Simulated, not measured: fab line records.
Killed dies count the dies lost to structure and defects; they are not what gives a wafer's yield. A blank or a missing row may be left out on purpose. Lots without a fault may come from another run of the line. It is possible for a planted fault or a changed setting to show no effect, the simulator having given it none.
Lot-split experiment / flow n5 finfet / 21 wafers read across 7 lots, on a route 1938 steps long

## THE SPLIT ITSELF
At N5_BEOL_M3_ILD_DEP_00 (deposits SiOC from DEMS/O2, target thk 79 nm, time 15.3 s), the setting time s was moved away from the recipe's 15.3 s on 10 of the 21 wafers read, by -13.5% to +8.3%. For the rest of the wafers, this setting stayed at what the recipe calls for.

Split to reading: the file shows no intervening step.

## THE READING
M3_ILD_THK in nanometres, read at N5_BEOL_M3_THK_MEAS_01. A value of 79.1 nm with a standard deviation of 1 nm is what fault-free wafers of this fab line usually give.

wafer=L074.2; tool, chamber at the split=pecvd-03, 0; time s as run, s=15.3; against the recipe=recipe; M3_ILD_THK, nm=78.2; against lot-mates on the recipe=-
wafer=L074.3; tool, chamber at the split=pecvd-03, 2; time s as run, s=15.3; against the recipe=recipe; M3_ILD_THK, nm=77.2; against lot-mates on the recipe=-
wafer=L074.5; tool, chamber at the split=pecvd-03, 0; time s as run, s=14.28; against the recipe=-6.7%; M3_ILD_THK, nm=73.5; against lot-mates on the recipe=-4.2
wafer=L076.1; tool, chamber at the split=pecvd-02, 2; time s as run, s=15.3; against the recipe=recipe; M3_ILD_THK, nm=77.2; against lot-mates on the recipe=-
wafer=L076.4; tool, chamber at the split=pecvd-02, 1; time s as run, s=14.32; against the recipe=-6.4%; M3_ILD_THK, nm=72.6; against lot-mates on the recipe=-4.6
wafer=L076.6; tool, chamber at the split=pecvd-02, 2; time s as run, s=14.32; against the recipe=-6.4%; M3_ILD_THK, nm=73.5; against lot-mates on the recipe=-3.7
wafer=L077.1; tool, chamber at the split=pecvd-03, 0; time s as run, s=15.3; against the recipe=recipe; M3_ILD_THK, nm=78.7; against lot-mates on the recipe=-
wafer=L077.4; tool, chamber at the split=pecvd-03, 0; time s as run, s=14.7; against the recipe=-3.9%; M3_ILD_THK, nm=76.8; against lot-mates on the recipe=-2.7
wafer=L077.6; tool, chamber at the split=pecvd-03, 1; time s as run, s=15.3; against the recipe=recipe; M3_ILD_THK, nm=80.2; against lot-mates on the recipe=-
wafer=L081.3; tool, chamber at the split=pecvd-01, 0; time s as run, s=14.12; against the recipe=-7.7%; M3_ILD_THK, nm=73.8; against lot-mates on the recipe=-6.8
wafer=L081.4; tool, chamber at the split=pecvd-01, 2; time s as run, s=15.3; against the recipe=recipe; M3_ILD_THK, nm=80.6; against lot-mates on the recipe=-
wafer=L081.5; tool, chamber at the split=pecvd-01, 1; time s as run, s=14.12; against the recipe=-7.7%; M3_ILD_THK, nm=74.9; against lot-mates on the recipe=-5.7
wafer=L092.1; tool, chamber at the split=pecvd-01, 0; time s as run, s=13.23; against the recipe=-13.5%; M3_ILD_THK, nm=68.1; against lot-mates on the recipe=-11.8
wafer=L092.4; tool, chamber at the split=pecvd-01, 1; time s as run, s=13.23; against the recipe=-13.5%; M3_ILD_THK, nm=69.9; against lot-mates on the recipe=-10.0
wafer=L092.6; tool, chamber at the split=pecvd-01, 0; time s as run, s=15.3; against the recipe=recipe; M3_ILD_THK, nm=79.9; against lot-mates on the recipe=-
wafer=L094.2; tool, chamber at the split=pecvd-01, 0; time s as run, s=15.3; against the recipe=recipe; M3_ILD_THK, nm=79.0; against lot-mates on the recipe=-
wafer=L094.5; tool, chamber at the split=pecvd-01, 1; time s as run, s=16.57; against the recipe=+8.3%; M3_ILD_THK, nm=86.9; against lot-mates on the recipe=+7.9
wafer=L094.6; tool, chamber at the split=pecvd-01, 0; time s as run, s=16.57; against the recipe=+8.3%; M3_ILD_THK, nm=85.9; against lot-mates on the recipe=+6.9
wafer=L097.1; tool, chamber at the split=pecvd-03, 1; time s as run, s=15.3; against the recipe=recipe; M3_ILD_THK, nm=77.9; against lot-mates on the recipe=-
wafer=L097.3; tool, chamber at the split=pecvd-03, 0; time s as run, s=15.3; against the recipe=recipe; M3_ILD_THK, nm=77.3; against lot-mates on the recipe=-
wafer=L097.5; tool, chamber at the split=pecvd-03, 2; time s as run, s=15.3; against the recipe=recipe; M3_ILD_THK, nm=79.7; against lot-mates on the recipe=-

THE FIT
A straight line over all 21 wafers: M3_ILD_THK changes by +0.769 nm for each +1% of time s; r = +0.97; the points scatter about the line by 1.2 nm.
The same after taking each lot's own level away (the mean of its wafers on the recipe; 21 wafers): +0.808 nm for each +1%; r = +0.99; scatter 0.77 nm.
Per that fit: largest time s move, reading shift of 11 nm.
The lots' own levels span 77.20 to 80.60 nm, that is 3.4 times the standard deviation above.
Hence the lot-to-lot level has little effect on the slope; both slopes agree.
Check: -10.3 nm against its lot-mates is what the line predicts for one of the wafers moved furthest among these (-13.5%) when that wafer is left out of the fit. It came out at -11.8 nm against them.

## THESE WAFERS: OTHER SPLITS
These wafers also went through other splits before the reading. Each is held against what the fit with the lots' levels taken away leaves over:
other split on the same wafers=N5_BEOL_M0_SAQP_PECVD_96 time s; wafers away from the commonest value=8; r with M3_ILD_THK (lot level and that fit taken away)=-0.41
other split on the same wafers=N5_BEOL_M0_SAQP_COAT_08 spin rpm; wafers away from the commonest value=8; r with M3_ILD_THK (lot level and that fit taken away)=+0.01
other split on the same wafers=N5_BEOL_M0_CUTY_EXPOSE_54 dose mj; wafers away from the commonest value=8; r with M3_ILD_THK (lot level and that fit taken away)=-0.19
other split on the same wafers=N5_BEOL_M0_ETCH_138 source w; wafers away from the commonest value=5; r with M3_ILD_THK (lot level and that fit taken away)=-0.20
other split on the same wafers=N5_BEOL_M2_COAT_22 spin rpm; wafers away from the commonest value=7; r with M3_ILD_THK (lot level and that fit taken away)=+0.06
other split on the same wafers=N5_BEOL_M2_EXPOSE_25 dose mj; wafers away from the commonest value=10; r with M3_ILD_THK (lot level and that fit taken away)=-0.05

## THE WHOLE CHAIN: every reading that the file lists as answering this split, in the file's order
step=N5_BEOL_M3_ILD_DEP_00; what it does=deposits SiOC from DEMS/O2, target thk 79 nm, time 15.3 s; reading=SiOC_of_BEOL_M3_ILD_DEP_00.thk nm (the simulator's own value, which no gauge read); change (the file's fit)=+0.779 nm for each +1% of the setting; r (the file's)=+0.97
step=N5_BEOL_M3_THK_MEAS_01; what it does=; reading=M3_ILD_THK; change (the file's fit)=+0.781 for each +1% of the setting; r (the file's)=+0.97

## FILE'S OWN FIT
M3_ILD_THK changes by +0.781 nm for each +1% of time s, r = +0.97.
